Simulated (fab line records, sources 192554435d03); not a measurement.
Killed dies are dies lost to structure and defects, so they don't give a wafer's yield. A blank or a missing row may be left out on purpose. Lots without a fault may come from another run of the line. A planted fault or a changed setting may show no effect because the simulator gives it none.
Problem report in the 8D (eight disciplines) form, filled by code | flow n5_finfet | the parts of the form that need people (team, actions taken, sign-off) are left out

1. THE PROBLEM
raw_defect_count at N5_STI_FIN_REVEAL_INSPECT_13 reads a mean of 282 on 6 wafers of 2 lots; wafers without a fault read 11 with a standard deviation of 4.7. That is +58 standard deviations from the usual mean.
The step: inspects for defects (darkfield).
First seen on wafer L344.4, day 4 20:02, on defect_inspect-02. The record holds 30 wafers of 10 lots with a number at this step. Rule for "out", or "out of limits": more than 4 standard deviations from the usual mean. The other wafers with a number count as sound.

2. WHAT IT IS AND WHAT IT IS NOT
question                    | is                     | is not
which readings at this step | raw_defect_count       | -
which lots                  | L344, L346             | L335, L338, L339, L340, L341, L345, L350, L355
which wafers of those lots  | all that have a number | -
read on which gauges        | defect_inspect-02      | defect_inspect-01
when                        | from day 4 20:02       | up to then (15 sound wafers); but 9 sound wafers of L345, L350, L355 came after

3. SUSPECTS, AND WHAT RULES EACH OUT
Counting: a tool at a process step up to the reading stays a suspect if it ran every lot that is out and no sound lot after the first of them.
- the gauge at N5_STI_FIN_REVEAL_INSPECT_13: ruled out. All the wafers that are out were read on defect_inspect-02, but those of them that N5_PASSIVATION_PROBE_49 has rows for are out there too, on other tools.
- rie_si-02 at N5_FIN_CUT_CUT_ETCH_28 (etches Si in HBr/Cl2/O2, target depth 6 nm, time 2.4 s): kept. It ran every lot that is out, first L344 (day 4 10:32), and no sound lot after that; its last sound lot up to then is L341 (day 3 16:35).
- wet_bench-03 at N5_STI_FIN_REVEAL_PRECLEAN_25 (cleans in SPM, time 90 s): kept. It ran every lot that is out, first L344 (day 4 17:08), and no sound lot after that; its last sound lot up to then is L339 (day 3 10:16).
Left after counting: rie_si-02 at N5_FIN_CUT_CUT_ETCH_28, wet_bench-03 at N5_STI_FIN_REVEAL_PRECLEAN_25.

4. THE CAUSE (what the simulator had put in)
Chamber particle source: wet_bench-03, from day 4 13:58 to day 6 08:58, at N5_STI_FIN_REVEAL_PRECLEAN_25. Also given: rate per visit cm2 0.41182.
Counting left 2 suspects, and this tool is among them.

5. THE CHAIN OF EFFECTS, in route order
Each row: a reading whose mean over the struck wafers that have a number lies more than 3 standard deviations from the usual. Only readings for which the record gives a usual standard deviation are gone through. hours: the time from each lot's start at the first step in this table that gives one to its start at this step, as a median over the lots. sigmas: the change in usual standard deviations.
hours | step                         | reading              | usual  | on struck wafers | change | sigmas
0     | N5_STI_FIN_REVEAL_INSPECT_13 | raw_defect_count     | 11     | 282              | +272   | +58
237   | N5_PASSIVATION_PROBE_49      | defect_limited_yield | 91.6 % | 83.3             | -8.2   | -5.9
237   | N5_PASSIVATION_PROBE_49      | killed_at_front_end  | 39     | 131              | +92    | +8.3
237   | N5_PASSIVATION_PROBE_49      | killed_dies          | 99     | 196              | +98    | +6.1
237   | N5_PASSIVATION_PROBE_49      | sort_bin_5_function  | 4.8 %  | 10.3             | +5.5   | +6.3
237   | N5_PASSIVATION_PROBE_49      | sort_n_pass          | 1077   | 984              | -94    | -3.2
237   | N5_PASSIVATION_PROBE_49      | sort_yield_pct       | 91.2 % | 83.3             | -7.9   | -3.1
The process steps in it:
- N5_PASSIVATION_PROBE_49
Later measuring or inspecting steps at which every struck wafer that the step has a row for has a number for every such reading, and none has moved that far: N5_DUMMY_GATE_THK_MEAS_05, N5_BEOL_M4_RC_MEAS_101.

6. WHAT WOULD HAVE CAUGHT IT SOONER
In this record the first reading out of limits at a measuring or inspecting step was taken at day 4 20:02, 6 hours after the fault began at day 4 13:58.
Of the lots that are out (2), L346 began N5_STI_FIN_REVEAL_PRECLEAN_25 on wet_bench-03 after day 4 20:02. A hold on the tool at that time would have spared it.
